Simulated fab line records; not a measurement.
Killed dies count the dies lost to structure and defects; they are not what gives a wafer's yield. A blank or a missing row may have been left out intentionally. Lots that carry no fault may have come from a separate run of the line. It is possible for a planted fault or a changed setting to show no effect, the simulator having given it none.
fab line records	flow n5_finfet	part 1 of 2: steps 1 to 3 of 6
record lots=20	wafers=60	last_day=19
route steps=1938 shown GATE_CUT@491 MOL_CONTACT_COAG@529
lots untouched by any fault: they come from a run of this same line in which no faults occurred
start_h: the number of hours between the record's first day and the start of the first shown wafer of the lot	wait_h: hours from the lot's prior step to this one	" the same as in the row above	L1.1+2: several wafers, shown together as one row	- value missing, or start not given	* or withheld: withheld	< > ~ a bound
route shown NAME@n: NAME is a module with steps in the file, n the number in the route of the first one	usual: average and standard deviation across the fault-free wafers	same: alike in all rows	chamber/n: place in a boat	sites: each site's reading	_std_site: standard deviation of those values	_edge_site: inner sites' mean taken away from outer sites' mean	radius_mm: how far each site lies from the wafer's centre	mask NAME#n: copy n	behind: the last tool/chamber to shape the wafer	hold: reason for holding the lot/hours on hold/outcome of the hold	device: the n, p or np transistor that did not switch	end of line: at the end of the route, the tests of the same wafers	a step with no rows: only its recipe	killed: count of dies lost to structure and defects at first sort (not the wafer's yield)	map: the dies of a wafer, with x for killed, . for not killed, _ for no die there
set.NAME: setting as actually run; set.NAME@STEP: the setting as run at that earlier step	model.NAME: the simulator's own value behind a step, which no gauge read
a sample of lots followed through the steps of the route, with each step as a table and each wafer as a row
services: from which hour (start_h, from the record's first day; less than 0 if before it) a tool's chamber was out of use, for how many hours, and why
## steps
# step N5_GATE_CUT_ETCH_28
# recipe chemistry=N2/H2	target=underlayer	target_depth_a=130	mask_material=CAR-EUV	time_s=10.4	ion_energy_ev=200	pressure_mtorr=30	source_w=840	bias_w=150	n2_flow_sccm=200	h2_flow_sccm=200	ends=cleared
# usual drypump_motor_current_A=5.5/0.38	etch_rf_on_time_s=10.37/0.18	oes_product_au=0.68/0.071	rf_fwd_power_W=819.1/2.6	rf_vpp_V=524.2/1.9	showerhead_plenum_p_Torr=2.55/0.058	throttle_valve_pct=17.82/0.25
lot.wafer	tool	chamber	start_h	wait_h	drypump_motor_current_A	etch_rf_on_time_s	oes_product_au	rf_fwd_power_W	rf_hours_counter_h	rf_vpp_V	showerhead_plenum_p_Torr	throttle_valve_pct
L074.2	rie_diel-05	1	86.31	0.0	4.9	10.49	0.77	819.9	32	521.9	2.49	17.52
L074.3	"	3	"	"	5.4	10.68	0.67	817.9	98	524.7	2.56	17.51
L074.4	"	2	"	"	5.8	10.34	0.72	820.5	73	523.3	2.57	18.08
L076.2	rie_diel-03	2	94.11	0.0	5.8	10.44	0.62	818.3	159	526.2	2.63	17.54
L076.3	"	3	"	"	5.4	10.08	0.67	814.7	121	524.5	2.56	18.09
L076.5	"	3	"	"	5.4	10.14	0.67	818.2	-	524.5	2.56	18.11
L077.4	rie_diel-05	3	103.05	0.0	5.4	10.67	0.66	820.0	105	525.2	2.56	17.52
L077.5	"	1	"	"	4.9	10.30	0.77	818.8	-	521.5	2.49	17.52
L077.6	"	0	"	"	4.9	10.66	0.60	827.9	-	522.8	2.52	18.09
L078.1	rie_diel-06	2	122.60	0.0	5.8	10.11	0.70	815.7	81	524.4	2.58	17.86
L078.3	"	0	"	"	5.4	10.43	0.63	818.8	183	522.9	2.53	18.04
L078.4	"	1	"	"	5.7	10.37	0.59	819.7	241	521.0	2.40	18.02
L079.2	rie_diel-05	2	123.59	0.0	5.9	10.20	0.73	819.8	83	525.1	2.57	18.10
L079.5	"	2	"	"	5.8	10.17	0.72	818.3	-	524.8	2.57	18.10
L079.6	"	3	"	"	5.4	10.57	0.66	818.8	-	525.8	2.56	17.53
L080.2	rie_diel-03	3	126.41	0.0	5.4	10.28	0.66	820.3	133	523.0	2.55	18.11
L080.3	"	1	"	"	5.1	10.44	0.72	818.7	69	524.5	2.57	17.65
L080.6	"	1	"	"	5.1	10.45	0.71	824.0	-	524.4	2.57	17.62
L082.2	rie_diel-03	1	129.93	0.0	5.1	10.53	0.71	820.8	70	526.0	2.57	17.64
L082.4	"	2	"	"	5.8	10.62	0.61	817.9	-	526.0	2.63	17.53
L082.5	"	3	"	"	5.4	10.37	0.65	817.2	-	524.6	2.55	18.12
L083.2	rie_diel-03	1	137.45	0.0	5.1	10.32	0.71	819.6	73	525.2	2.57	17.63
L083.3	"	0	"	"	6.2	10.08	0.85	819.4	0	521.9	2.50	17.51
L083.6	"	2	"	"	5.8	10.43	0.61	818.8	-	525.8	2.63	17.54
L084.2	rie_diel-03	2	145.27	0.0	5.8	10.67	0.60	819.3	177	526.3	2.62	17.57
L084.3	"	1	"	"	5.1	10.40	0.70	813.1	75	523.5	2.57	17.64
L084.4	"	3	"	"	5.5	10.24	0.66	821.5	139	523.7	2.55	18.11
L085.1	rie_diel-03	3	147.81	0.0	5.5	10.27	0.65	818.4	140	524.0	2.55	18.13
L085.2	"	0	"	"	6.3	10.11	0.82	819.7	4	523.4	2.50	17.51
L085.3	"	2	"	"	5.7	10.50	0.61	816.2	178	526.1	2.62	17.57
L086.4	rie_diel-05	3	164.66	0.0	5.4	10.49	0.66	820.0	122	523.8	2.55	17.58
L086.5	"	2	"	"	5.8	10.14	0.71	820.0	-	522.6	2.56	18.13
L086.6	"	3	"	"	5.4	10.63	0.66	822.2	-	522.7	2.55	17.55
L087.2	rie_diel-05	1	166.58	0.0	5.0	10.34	0.74	821.7	54	522.6	2.48	17.52
L087.4	"	3	"	"	5.4	10.61	0.65	821.8	123	524.8	2.55	17.56
L087.5	"	3	"	"	5.4	10.65	0.66	822.2	-	525.4	2.55	17.55
L088.2	rie_diel-03	3	170.15	0.0	5.4	10.27	0.65	818.5	143	524.4	2.55	18.14
L088.3	"	2	"	"	5.7	10.67	0.60	818.6	182	528.7	2.62	17.57
L088.5	"	0	"	"	6.3	10.17	0.80	817.8	-	523.6	2.50	17.51
L089.3	rie_diel-06	0	174.11	0.0	5.4	10.48	0.61	821.1	201	523.1	2.52	18.08
L089.4	"	3	"	"	5.2	10.46	0.59	820.9	-	525.1	2.49	18.13
L089.5	"	2	"	"	5.9	10.11	0.67	815.7	-	524.7	2.57	17.91
L091.1	rie_diel-03	1	185.50	0.0	5.1	10.28	0.71	822.0	84	526.0	2.57	17.64
L091.3	"	0	"	"	6.2	10.04	0.80	816.0	11	522.0	2.50	17.53
L091.6	"	2	"	"	5.8	10.49	0.61	822.4	-	526.8	2.62	17.56
L092.2	rie_diel-03	0	191.08	0.0	6.2	10.26	0.79	819.2	13	522.7	2.50	17.53
L092.5	"	3	"	"	5.4	10.23	0.64	814.7	-	524.7	2.55	18.16
L092.6	"	0	"	"	6.3	10.20	0.79	822.2	-	523.5	2.50	17.53
L093.1	rie_diel-05	2	199.28	0.0	5.8	10.22	0.70	816.0	107	523.9	2.56	18.14
L093.3	"	0	"	"	4.9	10.54	0.59	819.8	225	523.3	2.51	18.12
L093.6	"	1	"	"	4.9	10.40	0.73	813.2	-	521.3	2.48	17.56
L094.1	rie_diel-06	3	205.40	0.0	5.2	10.09	0.85	816.6	3	523.1	2.49	17.68
L094.2	"	2	"	"	5.8	10.10	0.67	820.2	113	522.4	2.56	17.93
L094.3	"	1	"	"	5.7	10.39	0.81	816.8	8	528.6	2.71	17.66
L095.2	rie_diel-06	3	210.13	0.0	5.2	10.12	0.83	816.7	5	520.7	2.49	17.67
L095.3	"	1	"	"	5.8	10.46	0.80	822.6	10	526.5	2.71	17.65
L095.6	"	2	"	"	5.8	10.29	0.66	823.4	-	523.4	2.56	17.91
L096.4	rie_diel-05	3	222.01	0.0	5.4	10.63	0.64	818.3	138	522.3	2.54	17.59
L096.5	"	3	"	"	5.4	10.61	0.64	821.3	-	524.0	2.54	17.57
L096.6	"	2	"	"	5.9	10.26	0.69	817.9	-	525.6	2.56	18.15
# step N5_GATE_CUT_STRIP_42
# recipe chemistry=O2	power_w=400	temp_c=40	pressure_mtorr=30	rf_frequency_hz=6e+07	bias_power_w=0	overash_fraction=0.3	o2_flow_sccm=225
# usual drypump_motor_current_A=5.5/0.38	oes_product_au=0.79/0.084	rf_vpp_V=3.6/0.47	showerhead_plenum_p_Torr=2.10/0.048	throttle_valve_pct=16.64/0.23
# same bias_power_w=0
lot.wafer	tool	chamber	start_h	wait_h	drypump_motor_current_A	oes_product_au	rf_hours_counter_h	rf_vpp_V	showerhead_plenum_p_Torr	throttle_valve_pct
L074.2	rie_diel-05	1	86.52	0.0	4.9	0.90	32	4.0	2.05	16.38
L074.3	"	3	"	"	5.4	0.79	98	4.4	2.11	16.37
L074.4	"	2	"	"	5.8	0.85	73	3.5	2.11	16.85
L076.2	rie_diel-03	2	94.32	0.0	5.7	0.72	159	4.0	2.17	16.41
L076.3	"	3	"	"	5.4	0.78	121	4.3	2.09	16.83
L076.5	"	3	"	"	5.4	0.77	-	3.3	2.09	16.83
L077.4	rie_diel-05	3	103.26	0.0	5.4	0.79	105	3.2	2.11	16.39
L077.5	"	1	"	"	4.9	0.91	-	3.5	2.05	16.38
L077.6	"	0	"	"	4.9	0.70	-	3.7	2.08	16.92
L078.1	rie_diel-06	2	122.81	0.0	5.9	0.81	81	3.9	2.13	16.71
L078.3	"	0	"	"	5.4	0.74	183	4.8	2.09	16.88
L078.4	"	1	"	"	5.7	0.69	241	3.9	1.98	16.84
L079.2	rie_diel-05	2	123.80	0.0	5.8	0.84	84	4.8	2.11	16.87
L079.5	"	2	"	"	5.8	0.83	-	4.0	2.11	16.88
L079.6	"	3	"	"	5.4	0.78	-	3.8	2.11	16.39
L080.2	rie_diel-03	3	126.62	0.0	5.4	0.77	133	3.7	2.09	16.86
L080.3	"	1	"	"	5.1	0.82	69	3.0	2.12	16.42
L080.6	"	1	"	"	5.1	0.83	-	4.7	2.12	16.42
L082.2	rie_diel-03	1	130.14	0.0	5.1	0.83	70	3.3	2.12	16.42
L082.4	"	2	"	"	5.8	0.72	-	3.4	2.17	16.41
L082.5	"	3	"	"	5.4	0.76	-	3.6	2.09	16.87
L083.2	rie_diel-03	1	137.66	0.0	5.1	0.84	73	3.5	2.12	16.43
L083.3	"	0	"	"	6.3	0.97	0	3.4	2.06	16.34
L083.6	"	2	"	"	5.8	0.72	-	3.3	2.17	16.42
L084.2	rie_diel-03	2	145.48	0.0	5.7	0.71	177	3.6	2.17	16.43
L084.3	"	1	"	"	5.1	0.83	76	3.0	2.12	16.44
L084.4	"	3	"	"	5.5	0.76	139	3.3	2.09	16.87
L085.1	rie_diel-03	3	148.02	0.0	5.4	0.75	140	3.5	2.09	16.87
L085.2	"	0	"	"	6.2	0.96	4	2.7	2.06	16.33
L085.3	"	2	"	"	5.8	0.70	178	3.0	2.17	16.44
L086.4	rie_diel-05	3	164.87	0.0	5.4	0.76	123	3.0	2.10	16.41
L086.5	"	2	"	"	5.8	0.82	-	2.9	2.10	16.90
L086.6	"	3	"	"	5.4	0.76	-	3.7	2.10	16.43
L087.2	rie_diel-05	1	166.80	0.0	4.9	0.88	54	3.7	2.05	16.42
L087.4	"	3	"	"	5.4	0.77	123	3.0	2.10	16.42
L087.5	"	3	"	"	5.4	0.77	-	2.4	2.10	16.42
L088.2	rie_diel-03	3	170.36	0.0	5.4	0.75	143	3.2	2.09	16.89
L088.3	"	2	"	"	5.7	0.71	182	3.4	2.17	16.44
L088.5	"	0	"	"	6.2	0.94	-	3.4	2.06	16.34
L089.3	rie_diel-06	0	174.32	0.0	5.4	0.73	201	3.8	2.08	16.91
L089.4	"	3	"	"	5.2	0.69	-	3.5	2.06	17.02
L089.5	"	2	"	"	5.9	0.78	-	3.7	2.12	16.74
L091.1	rie_diel-03	1	185.71	0.0	5.1	0.82	84	3.6	2.12	16.45
L091.3	"	0	"	"	6.3	0.92	11	4.1	2.06	16.36
L091.6	"	2	"	"	5.8	0.70	-	3.4	2.16	16.46
L092.2	rie_diel-03	0	191.29	0.0	6.3	0.92	13	3.7	2.06	16.35
L092.5	"	3	"	"	5.4	0.75	-	3.7	2.09	16.89
L092.6	"	0	"	"	6.2	0.92	-	2.9	2.06	16.34
L093.1	rie_diel-05	2	199.49	0.0	5.8	0.81	107	3.7	2.10	16.92
L093.3	"	0	"	"	4.9	0.69	225	3.5	2.07	16.95
L093.6	"	1	"	"	4.9	0.86	-	4.1	2.04	16.43
L094.1	rie_diel-06	3	205.61	0.0	5.2	0.98	3	4.1	2.06	16.59
L094.2	"	2	"	"	5.8	0.77	113	3.3	2.11	16.76
L094.3	"	1	"	"	5.7	0.96	8	3.4	2.23	16.42
L095.2	rie_diel-06	3	210.34	0.0	5.2	0.99	5	3.9	2.06	16.57
L095.3	"	1	"	"	5.7	0.95	10	3.0	2.23	16.43
L095.6	"	2	"	"	5.8	0.77	-	3.4	2.11	16.78
L096.4	rie_diel-05	3	222.22	0.0	5.4	0.76	139	4.0	2.10	16.45
L096.5	"	3	"	"	5.4	0.75	-	3.2	2.10	16.44
L096.6	"	2	"	"	5.8	0.80	-	3.7	2.10	16.93
# step N5_MOL_CONTACT_COAG_DESCUM_13
# recipe chemistry=O2	time_s=7	source_power_w=50	bias_power_w=20	pressure_mtorr=20	rf_frequency_hz=2.712e+07	temp_c=40	resist=CAR-EUV	o2_flow_sccm=225
# usual bias_power_w=19.99/0.059	drypump_motor_current_A=5.5/0.37	oes_product_au=0.80/0.083	rf_fwd_power_W=49.37/0.21	rf_vpp_V=243.6/1.1	showerhead_plenum_p_Torr=2.13/0.053	throttle_valve_pct=20.44/0.19
lot.wafer	tool	chamber	start_h	wait_h	bias_power_w	drypump_motor_current_A	oes_product_au	rf_fwd_power_W	rf_hours_counter_h	rf_vpp_V	showerhead_plenum_p_Torr	throttle_valve_pct
L074.2	rie_diel-02	3	90.18	0.0	20.01	5.1	0.76	49.15	142	243.3	2.18	20.25
L074.3	"	2	"	"	20.03	5.5	0.75	49.26	147	242.4	2.10	20.35
L074.4	"	0	"	"	19.98	5.6	0.72	49.71	194	244.3	2.17	20.82
L076.2	rie_diel-02	1	97.95	0.1	20.03	4.7	0.86	49.43	68	244.6	2.12	20.60
L076.3	"	0	"	"	20.03	5.7	0.71	49.61	197	245.0	2.17	20.81
L076.5	"	1	"	"	20.01	4.7	0.86	49.07	-	243.5	2.12	20.61
L077.4	rie_diel-02	1	108.40	0.0	20.01	4.7	0.85	49.54	71	243.5	2.12	20.61
L077.5	"	0	"	"	20.00	5.7	0.70	49.45	-	244.9	2.17	20.82
L077.6	"	1	"	"	19.96	4.7	0.86	49.70	-	243.7	2.12	20.61
L078.1	rie_diel-04	3	126.34	0.0	19.93	5.6	0.88	49.49	37	245.8	2.14	20.43
L078.3	"	2	"	"	19.99	5.4	0.89	49.18	48	244.0	2.14	20.44
L078.4	"	1	"	"	19.83	5.4	0.94	49.63	15	242.0	2.06	20.34
L079.2	rie_diel-02	0	127.47	0.0	20.05	5.6	0.71	49.65	204	243.4	2.16	20.84
L079.5	"	3	"	"	20.07	5.1	0.74	49.18	-	245.3	2.17	20.29
L079.6	"	2	"	"	20.01	5.5	0.74	49.65	-	241.4	2.09	20.37
L080.2	rie_diel-02	0	131.10	0.0	20.05	5.7	0.71	49.20	205	244.1	2.16	20.85
L080.3	"	3	"	"	19.95	5.1	0.74	49.14	157	243.6	2.17	20.28
L080.6	"	1	"	"	19.85	4.7	0.84	49.45	-	244.7	2.11	20.61
L082.2	rie_diel-04	0	133.95	0.0	20.07	5.7	0.72	49.19	205	242.5	2.08	20.59
L082.4	"	3	"	"	20.08	5.6	0.88	49.48	39	243.4	2.14	20.42
L082.5	"	0	"	"	20.02	5.7	0.73	49.34	-	243.2	2.08	20.58
L083.2	rie_diel-04	3	141.20	0.0	19.93	5.6	0.87	49.73	42	243.8	2.13	20.44
L083.3	"	2	"	"	19.99	5.4	0.88	49.40	54	243.0	2.13	20.44
L083.6	"	2	"	"	19.93	5.4	0.87	49.33	-	243.7	2.13	20.46
L084.2	rie_diel-04	2	149.42	0.2	19.83	5.4	0.87	48.94	56	242.6	2.13	20.43
L084.3	"	1	"	"	19.98	5.4	0.93	49.53	22	242.9	2.05	20.36
L084.4	"	0	"	"	20.12	5.7	0.72	49.46	-	243.3	2.07	20.59
L085.1	rie_diel-02	0	151.84	0.3	20.03	5.7	0.70	49.41	213	243.5	2.16	20.83
L085.2	"	2	"	"	19.95	5.5	0.73	49.47	171	243.5	2.09	20.38
L085.3	"	3	"	"	19.99	5.1	0.74	49.11	165	244.0	2.17	20.29
L086.4	rie_diel-02	2	168.61	0.1	20.01	5.5	0.73	49.20	176	242.1	2.09	20.38
L086.5	"	0	"	"	20.01	5.7	0.70	49.25	-	245.2	2.16	20.85
L086.6	"	1	"	"	19.97	4.7	0.83	49.47	-	244.6	2.11	20.63
L087.2	rie_diel-01	1	170.90	0.0	20.07	5.9	0.68	48.86	217	244.0	2.15	20.44
L087.4	"	0	"	"	19.95	5.3	0.87	49.39	60	244.5	2.21	20.16
L087.5	"	0	"	"	19.93	5.3	0.88	49.51	-	245.3	2.21	20.16
L088.2	rie_diel-01	1	174.13	0.1	20.02	5.9	0.68	49.12	218	244.8	2.15	20.43
L088.3	"	0	"	"	20.10	5.2	0.86	49.59	61	244.0	2.21	20.18
L088.5	"	1	"	"	19.98	5.9	0.68	49.03	-	243.8	2.15	20.42
L089.3	rie_diel-04	1	178.16	0.0	20.04	5.4	0.91	49.38	33	242.0	2.05	20.35
L089.4	"	3	"	"	20.00	5.6	0.87	49.41	50	242.8	2.13	20.44
L089.5	"	1	"	"	20.07	5.4	0.90	49.47	-	241.8	2.05	20.35
L091.1	rie_diel-01	1	190.50	0.3	20.06	5.9	0.68	49.08	224	244.4	2.14	20.43
L091.3	"	2	"	"	19.90	6.1	0.86	49.05	55	244.4	2.22	20.27
L091.6	"	2	"	"	20.05	6.1	0.87	49.00	-	244.8	2.22	20.29
L092.2	rie_diel-01	3	194.99	0.0	20.03	5.7	0.88	49.34	47	242.7	2.04	20.27
L092.5	"	1	"	"	19.96	5.9	0.68	49.04	-	242.5	2.14	20.42
L092.6	"	0	"	"	20.01	5.3	0.86	49.48	-	245.1	2.21	20.16
L093.1	rie_diel-02	1	203.77	0.4	19.90	4.7	0.81	49.64	102	243.0	2.11	20.65
L093.3	"	2	"	"	20.00	5.5	0.72	49.11	190	243.7	2.08	20.41
L093.6	"	3	"	"	19.97	5.1	0.71	49.25	-	244.5	2.16	20.33
L094.1	rie_diel-01	1	209.28	0.0	20.06	5.9	0.67	49.24	231	244.1	2.14	20.44
L094.2	"	2	"	"	19.98	6.1	0.86	49.39	62	244.4	2.22	20.29
L094.3	"	3	"	"	20.07	5.7	0.86	49.48	52	241.0	2.04	20.26
L095.2	rie_diel-01	1	214.23	0.3	19.98	5.9	0.67	49.08	232	244.0	2.14	20.46
L095.3	"	2	"	"	20.00	6.1	0.86	49.00	63	245.7	2.22	20.31
L095.6	"	3	"	"	20.00	5.7	0.87	49.34	-	242.6	2.04	20.26
L096.4	rie_diel-04	1	225.76	0.0	20.03	5.4	0.88	49.64	44	242.8	2.05	20.38
L096.5	"	0	"	"	19.91	5.7	0.70	49.41	-	242.5	2.07	20.63
L096.6	"	3	"	"	20.07	5.6	0.84	49.53	-	243.7	2.13	20.46
